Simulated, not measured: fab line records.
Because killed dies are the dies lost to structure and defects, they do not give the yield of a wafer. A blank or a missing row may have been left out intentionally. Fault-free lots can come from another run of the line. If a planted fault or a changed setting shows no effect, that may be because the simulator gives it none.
Chamber matching ; flow n5-finfet ; uv-cure-01 running N5_BEOL_M5_CURE_79: 3 sister chambers
The step cures SiCOH lowk, time 240 s. 3 wafers are shown with their chamber, then 9 later ones without.

WAFERS PAIRED WITH THEIR CHAMBERS
wafer;chamber;wafer_temp_C_max
L076.4;1;387.3
L077.6;2;386.5
L081.6;0;387.6

WAFERS WITH NO CHAMBER GIVEN
wafer;wafer_temp_C_max
L089.4;386.7
L089.5;386.0
L089.6;386.5
L091.1;387.1
L091.3;386.9
L091.6;386.5
L096.3;386.9
L096.4;386.6
L096.6;386.5

WHICH CHAMBER EACH ONE RAN IN
wafer;from the rows above;in truth
L089.4;can't be placed: 2 or 1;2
L089.5;2;2
L089.6;2;2
L091.1;can't be placed: 1 or 0 or 2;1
L091.3;can't be placed: 2 or 1 or 0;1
L091.6;2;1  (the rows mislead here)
L096.3;can't be placed: 2 or 1 or 0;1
L096.4;2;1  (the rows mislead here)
L096.6;2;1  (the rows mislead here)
2 of 9 placed correctly. Cannot be placed on the basis of these rows: 4; the candidates contain the true chamber in 4. Wrongly placed: 3.
How it was worked out, from the rows above alone: a wafer's distance from a chamber is the root of the sum, over the readings, of the square of ((its reading less the chamber's mean) divided by the reading's scatter). If the next closest chamber is less than 2 further off than the closest, the wafer can't be placed; otherwise it belongs to the closest. Each chamber's mean is taken over the wafers shown for it. The scatter (one wafer shown for each chamber): square how far every hidden wafer sits from the nearest shown wafer, average those squares and take the square root.
